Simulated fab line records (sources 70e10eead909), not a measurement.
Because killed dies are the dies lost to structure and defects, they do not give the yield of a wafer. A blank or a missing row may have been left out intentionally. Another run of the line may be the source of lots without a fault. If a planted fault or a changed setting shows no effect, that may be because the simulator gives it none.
fab line records    flow nandHarc
record: lots: 14  wafers: 42  lastDay: 24
route steps=1159 shown A_M0@1009 A_M1@1041
lots with no fault: from the same line, run without faults
startH: the number of hours between the record's first day and the start of the first shown wafer of the lot    waitH: time in hours since the lot's previous step    " identical to the entry in the row above    L1.1+2: one row covering several wafers at once    - value missing, or start not given    * or withheld: withheld    < > ~ a bound
route shown NAME@n: names a module that has steps shown in the file, with the first one's number in the route    usual: the fault-free wafers' mean and standard deviation    same: alike in all rows    chamber/n: place in a boat    sites: per-site readings    _std_site: how widely they spread, as a standard deviation    _edge_site: the outer-site mean with the inner-site mean subtracted    radiusMm: how far each site lies from the wafer's centre    mask NAME#n: copy n    behind: the tool/chamber that last shaped the wafer    hold: reason for holding the lot/hours on hold/outcome of the hold    device: the n, p or np transistor that did not switch    end of line: tests run on the same wafers once the route is complete    where a step has no rows: the recipe by itself    killed: count of dies lost to structure and defects at first sort (not the wafer's yield)    map: shows each die of a wafer: x if killed, . if not, _ if none is there
set.NAME: the setting that was run; set.NAME@STEP: the one run at that earlier step    model.NAME: the simulator's own value behind a step, which no gauge read
a sample of lots followed through the steps of the route, with each step as a table and each wafer as a row
services: from which hour (startH, from the record's first day; less than 0 if before it) a tool's chamber was out of use, for how many hours, and why
== steps ==
step: NHARC_A_M0_ETCH_15
recipe: targetDepthA: 1500  overetchA: 150  timeS: 82.5  c4f8FlowSccm: withheld  arFlowSccm: 400  rfW: 600  biasW: 300  chemistry: C4F8/Ar
usual: oesProductAu: 0.951/0.02  rfVppV: 440.3/2.5  runLengthS: 103.7/0.39
lot.wafer  tool        chamber  startH  waitH  oesProductAu  rfHoursCounterH  rfVppV  runLengthS
L323.2     rieDiel-11  1        -       -      0.934         4                441.8   104.3
L323.3     "           2        "       "      0.951         3                436.2   103.5
L323.4     "           0        "       "      0.960         5                439.3   104.2
L321.3     rieDiel-02  3        -       -      0.954         6                441.7   104.2
L321.1     "           1        "       "      0.975         5                438.9   103.3
L321.5     "           2        "       "      0.949         -                439.6   103.2
L324.1     rieDiel-07  0        -       -      0.977         1                442.5   104.1
L324.6     "           3        "       "      0.950         -                442.5   103.8
L324.5     "           0        "       "      0.968         -                443.1   104.4
L335.2     rieDiel-07  2        -       -      0.950         4                441.6   103.5
L335.4     "           1        "       "      0.944         5                440.0   103.1
L335.6     "           2        "       "      0.945         -                441.1   103.0
L333.4     rieDiel-07  0        -       -      0.911         6                446.1   104.1
L333.1     "           1        "       "      0.916         6                439.6   103.0
L333.6     "           3        "       "      0.917         -                445.0   103.6
L338.1     rieDiel-11  1        -       -      0.962         8                442.5   104.4
L338.6     "           0        "       "      0.957         -                437.0   104.2
L338.5     "           1        "       "      0.963         -                442.9   104.1
L332.4     rieDiel-11  2        -       -      0.922         7                437.5   103.6
L332.2     "           3        "       "      0.934         9                443.4   103.4
L332.6     "           3        "       "      0.930         -                441.8   103.4
L336.2     rieDiel-07  1        -       -      0.922         7                438.7   103.1
L336.1     "           2        "       "      0.920         6                441.8   103.6
L336.4     "           0        "       "      0.916         7                442.2   104.0
L337.2     rieDiel-07  2        -       -      0.961         7                441.1   103.3
L337.1     "           0        "       "      0.933         7                443.9   104.0
L337.6     "           1        "       "      0.934         -                438.8   103.7
L340.2     rieDiel-07  1        -       -      0.966         7                437.4   103.3
L340.1     "           2        "       "      0.962         7                440.2   103.0
L340.3     "           0        "       "      0.950         7                443.6   104.4
L339.2     rieDiel-02  1        -       -      0.967         0                439.1   103.3
L339.3     "           2        "       "      0.980         0                437.9   102.9
L339.4     "           0        "       "      0.967         0                437.3   103.7
L341.1     rieDiel-02  3        -       -      0.966         1                439.7   104.1
L341.2     "           0        "       "      0.963         1                436.2   103.5
L341.6     "           1        "       "      0.970         -                438.8   103.3
L342.1     rieDiel-02  0        -       -      0.982         1                437.1   103.8
L342.3     "           1        "       "      0.970         2                439.3   103.2
L342.2     "           3        "       "      0.966         1                440.5   103.9
L343.2     rieDiel-02  1        -       -      0.982         2                442.5   103.6
L343.5     "           0        "       "      0.968         -                436.4   103.6
L343.6     "           1        "       "      0.970         -                441.5   103.2
step: NHARC_A_M0_CMP_23
recipe: tOverpolishS: 20  targetThkNm: 113.75
usual: motorCurrentA: 12.3/1  timeToEndpointS: 29.1/1.9
lot.wafer  tool    chamber  startH  waitH  motorCurrentA  timeToEndpointS
L323.2     cmp-02  2        430.00  -      13.6           31.6
L323.4     "       3        "       "      11.7           31.6
L323.3     "       0        "       "      11.4           27.8
L321.1     cmp-04  0        430.93  -      10.9           27.2
L321.3     "       1        "       "      12.3           29.1
L321.5     "       3        "       "      13.0           29.5
L324.1     cmp-01  0        431.32  -      11.6           29.3
L324.5     "       1        "       "      13.2           27.9
L324.6     "       2        "       "      14.4           26.6
L335.2     cmp-01  3        492.17  -      12.2           26.3
L335.4     "       0        "       "      12.2           29.7
L335.6     "       3        "       "      11.7           27.0
L333.1     cmp-02  1        503.65  -      11.1           29.6
L333.4     "       2        "       "      12.9           30.8
L333.6     "       1        "       "      11.0           31.8
L338.1     cmp-02  1        511.45  -      11.3           31.7
L338.5     "       0        "       "      12.2           28.5
L338.6     "       1        "       "      11.6           29.6
L332.4     cmp-02  3        514.10  -      11.2           27.0
L332.2     "       1        "       "      11.1           32.8
L332.6     "       0        "       "      11.7           30.1
L336.1     cmp-02  2        515.34  -      12.6           29.3
L336.2     "       3        "       "      11.6           29.4
L336.4     "       0        "       "      12.3           29.2
L337.2     cmp-01  2        516.17  -      14.2           30.0
L337.1     "       0        "       "      11.7           29.6
L337.6     "       2        "       "      14.7           29.6
L340.2     cmp-01  1        516.98  -      13.1           28.5
L340.1     "       2        "       "      14.3           29.1
L340.3     "       0        "       "      11.5           27.8
L339.3     cmp-02  2        517.32  -      13.0           33.3
L339.2     "       3        "       "      11.4           31.1
L339.4     "       0        "       "      12.5           28.5
L341.2     cmp-04  2        523.41  -      11.7           29.0
L341.1     "       0        "       "      10.3           29.5
L341.6     "       2        "       "      13.1           28.2
L342.2     cmp-02  0        528.74  -      11.9           26.9
L342.3     "       1        "       "      11.7           30.0
L342.1     "       2        "       "      13.6           29.6
L343.2     cmp-04  0        536.11  -      10.2           30.4
L343.6     "       0        "       "      11.0           29.1
L343.5     "       1        "       "      11.5           28.0
step: NHARC_A_M1_ETCH_15
recipe: targetDepthA: 1825  timeS: 91.2  c4f8FlowSccm: withheld  arFlowSccm: 400  rfW: 600  biasW: 300  chemistry: C4F8/Ar
usual: oesProductAu: 0.958/0.025  rfVppV: 441.8/2.4  runLengthS: 112.3/0.41
lot.wafer  tool        chamber  startH  waitH  oesProductAu  rfHoursCounterH  rfVppV  runLengthS
L323.2     rieDiel-03  0        432.11  -      0.990         2                438.9   113.2
L323.4     "           1        "       "      0.966         2                443.7   112.4
L323.3     "           3        "       "      0.962         2                443.3   112.3
L321.1     rieDiel-03  1        433.24  -      0.986         2                444.1   99.4
L321.3     "           0        "       "      0.973         2                438.6   100.6
L321.5     "           1        "       "      0.984         -                443.0   99.4
L324.1     rieDiel-03  3        433.55  -      0.974         2                443.1   99.9
L324.6     "           1        "       "      0.954         -                441.3   99.4
L324.5     "           2        "       "      0.960         -                444.5   99.6
L335.4     rieDiel-12  2        494.29  -      0.977         9                443.8   112.6
L335.2     "           3        "       "      0.982         9                443.4   112.1
L335.6     "           3        "       "      0.973         -                441.6   112.1
L333.1     rieDiel-10  2        505.86  -      0.923         3                440.8   112.2
L333.4     "           0        "       "      0.923         4                438.5   111.9
L333.6     "           2        "       "      0.927         -                440.0   112.5
L338.1     rieDiel-03  1        513.68  -      0.922         8                441.6   111.7
L338.5     "           1        "       "      0.923         -                440.8   111.8
L338.6     "           2        "       "      0.906         -                444.5   112.4
L332.4     rieDiel-03  0        516.38  -      0.968         8                438.9   113.3
L332.2     "           2        "       "      0.952         7                442.9   112.0
L332.6     "           0        "       "      0.974         -                440.4   113.2
L336.1     rieDiel-10  2        517.78  -      0.972         4                439.7   112.2
L336.4     "           0        "       "      0.942         4                437.3   112.1
L336.2     "           1        "       "      0.972         4                444.3   112.2
L337.1     rieDiel-10  1        519.30  -      0.980         4                442.3   112.0
L337.2     "           0        "       "      0.966         4                439.5   112.2
L337.6     "           2        "       "      0.973         -                439.3   112.8
L340.2     rieDiel-03  1        519.57  -      0.966         8                442.6   111.9
L340.1     "           2        "       "      0.958         8                444.4   111.9
L340.3     "           0        "       "      0.983         8                437.7   113.0
L339.2     rieDiel-10  0        519.85  -      0.958         4                438.1   112.8
L339.4     "           1        "       "      0.981         4                443.1   112.2
L339.3     "           2        "       "      0.974         4                439.1   112.6
L341.2     rieDiel-03  3        525.51  -      0.914         8                444.2   112.9
L341.1     "           1        "       "      0.923         8                442.9   112.5
L341.6     "           3        "       "      0.917         -                446.0   112.2
L342.3     rieDiel-03  3        530.96  -      0.958         8                445.1   112.7
L342.1     "           0        "       "      0.954         8                438.7   112.8
L342.2     "           1        "       "      0.965         8                442.5   111.8
L343.2     rieDiel-12  1        538.26  -      0.926         10               443.6   111.7
L343.5     "           2        "       "      0.926         -                444.9   112.6
L343.6     "           3        "       "      0.909         -                441.8   112.7
step: NHARC_A_M1_ETCH_28
recipe: targetDepthA: 300  overEtchFrac: 0.3  timeS: 72.99  ionEnergyEv: 150  cf4FlowSccm: 50  n2FlowSccm: 100  arFlowSccm: 150  rfW: 300  biasW: 100  chemistry: CF4/N2
usual: cf4FlowSccm: 49.99/0.15  drypumpMotorCurrentA: 5.4/0.31  oesProductAu: 0.999/0.0072  rfVppV: 315.5/1.6  runLengthS: 94.2/0.38  showerheadPlenumPTorr: 2.70/0.082  throttleValvePct: 19.795/0.0089
lot.wafer  tool        chamber  startH  waitH  cf4FlowSccm  drypumpMotorCurrentA  oesProductAu  rfHoursCounterH  rfVppV  runLengthS  showerheadPlenumPTorr  throttleValvePct
L323.2     rieDiel-03  1        -       -      49.86        5.6                   1.000         2                314.7   93.8        2.69                   19.781
L323.4     "           2        "       "      49.85        5.5                   0.992         1                316.3   94.1        2.74                   19.789
L323.3     "           3        "       "      50.33        5.0                   1.000         2                315.8   94.3        2.75                   19.781
L321.3     rieDiel-10  0        -       -      49.93        5.7                   1.012         2                311.6   94.0        2.55                   19.797
L321.1     "           1        "       "      50.07        5.6                   1.002         2                317.5   93.8        2.74                   19.804
L321.5     "           1        "       "      50.19        5.5                   1.015         -                317.6   94.1        2.73                   19.801
L324.1     rieDiel-12  2        -       -      49.89        5.8                   1.003         4                316.6   94.3        2.76                   19.786
L324.6     "           0        "       "      49.93        5.7                   0.987         -                317.0   94.5        2.81                   19.797
L324.5     "           1        "       "      49.86        5.4                   1.009         -                314.7   94.2        2.69                   19.800
L335.2     rieDiel-10  2        -       -      50.07        5.5                   0.997         3                315.0   93.9        2.58                   19.803
L335.4     "           3        "       "      49.88        5.3                   0.998         3                311.2   93.8        2.51                   19.800
L335.6     "           2        "       "      49.84        5.5                   1.003         -                315.1   94.3        2.58                   19.780
L333.1     rieDiel-12  1        -       -      50.28        5.4                   0.989         9                314.6   93.9        2.68                   19.815
L333.4     "           2        "       "      49.99        5.8                   0.993         10               316.0   94.2        2.75                   19.795
L333.6     "           0        "       "      50.06        5.7                   0.995         -                319.0   94.2        2.81                   19.811
L338.1     rieDiel-12  3        -       -      50.16        4.8                   1.007         11               316.0   93.8        2.70                   19.802
L338.6     "           3        "       "      49.96        4.8                   1.007         -                316.5   94.1        2.70                   19.787
L338.5     "           0        "       "      49.81        5.7                   1.006         -                316.1   95.0        2.81                   19.798
L332.4     rieDiel-10  3        -       -      50.23        5.3                   1.007         4                312.1   93.2        2.51                   19.810
L332.2     "           1        "       "      49.85        5.5                   1.006         4                314.6   94.2        2.73                   19.788
L332.6     "           2        "       "      50.07        5.6                   1.014         -                313.1   94.3        2.58                   19.802
L336.1     rieDiel-12  3        -       -      49.80        4.9                   1.007         11               315.4   94.4        2.70                   19.794
L336.2     "           2        "       "      49.84        5.7                   1.005         12               316.6   94.3        2.75                   19.802
L336.4     "           2        "       "      49.85        5.8                   1.009         -                316.2   94.4        2.75                   19.786
L337.1     rieDiel-12  3        -       -      49.95        4.9                   1.001         11               316.7   94.4        2.70                   19.803
L337.2     "           0        "       "      49.99        5.7                   0.996         10               317.1   94.7        2.81                   19.795
L337.6     "           0        "       "      50.06        5.7                   0.998         -                317.6   94.6        2.81                   19.804
L340.2     rieDiel-03  3        -       -      50.24        4.9                   0.993         8                315.0   94.4        2.75                   19.789
L340.1     "           0        "       "      50.07        5.3                   0.991         8                312.3   94.7        2.56                   19.815
L340.3     "           1        "       "      49.96        5.6                   0.997         8                314.7   93.8        2.69                   19.795
L339.2     rieDiel-12  3        -       -      49.97        4.9                   1.001         11               315.0   94.0        2.70                   19.784
L339.3     "           2        "       "      50.33        5.8                   0.989         12               315.0   94.2        2.75                   19.793
L339.4     "           2        "       "      50.04        5.8                   1.000         -                316.7   94.5        2.75                   19.788
L341.2     rieDiel-12  2        -       -      49.96        5.8                   0.992         12               316.2   94.2        2.75                   19.793
L341.1     "           0        "       "      49.97        5.7                   0.988         11               318.4   94.4        2.81                   19.799
L341.6     "           1        "       "      50.16        5.4                   0.992         -                316.2   93.9        2.68                   19.803
L342.2     rieDiel-03  3        -       -      50.19        5.0                   0.991         8                314.7   94.0        2.75                   19.790
L342.1     "           0        "       "      50.29        5.3                   0.998         8                311.7   94.7        2.56                   19.798
L342.3     "           1        "       "      49.75        5.6                   1.004         8                315.5   93.7        2.69                   19.793
L343.2     rieDiel-03  2        -       -      50.20        5.5                   0.987         8                316.9   93.8        2.73                   19.791
L343.6     "           2        "       "      50.11        5.5                   0.987         -                316.8   94.0        2.73                   19.798
L343.5     "           3        "       "      49.76        5.0                   0.998         -                317.3   94.8        2.75                   19.776
== services ==
tool        chamber  startH  hours  kind
rieDiel-07  -        405.26  9.0    pm
rieDiel-11  2        409.06  13.1   repair
rieDiel-12  -        417.86  0.5    repair
cmp-02      -        423.19  4.0    pm
cmp-01      -        439.84  1.2    repair
cmp-02      -        442.97  0.5    repair
rieDiel-07  2        447.22  14.1   repair
rieDiel-03  0        451.58  3.9    repair
rieDiel-07  2        465.33  6.9    repair
rieDiel-02  1        474.30  3.7    repair
cmp-01      -        477.19  4.0    pm
rieDiel-10  1        479.27  7.9    repair
cmp-04      -        492.06  6.5    repair
rieDiel-07  1        496.00  5.7    repair
rieDiel-10  -        498.21  0.2    repair
cmp-04      -        498.59  4.0    pm
rieDiel-07  -        500.93  0.5    repair
rieDiel-02  -        504.70  9.0    pm
rieDiel-12  1        506.69  14.3   repair
rieDiel-02  2        515.59  14.8   repair
rieDiel-03  2        519.95  14.1   repair
cmp-02      -        521.19  4.0    pm
rieDiel-03  -        527.05  0.4    repair
rieDiel-10  -        530.50  9.0    pm
== key ==
firstSign: step: NHARC_A_M1_ETCH_15  reading: runLengthS  direction: down  sigmas: 31  usual: *  struck: *
effect none on later readings
metAt NHARC_A_M1_ETCH_15
struckLots L321,L324
sortLeftOut L321.1,L321.3,L321.5,L324.1,L324.5,L324.6
notActingAt NHARC_A_M0_ETCH_15,NHARC_A_M0_CMP_23,NHARC_A_M1_ETCH_28
onsetBetween 432.11 433.24
fault: kind: processParameterDrift  tool: rieDiel-03  chamber: -  onsetH: 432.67  steps: NHARC_A_M1_ETCH_15  channel: timeS  offset: *  shape: step  endH: 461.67  actsIn: *  stated: *
sortLeftOut: the simulated sort isn't trusted on such a fault, so these wafers' sort isn't shown, and their yield isn't known
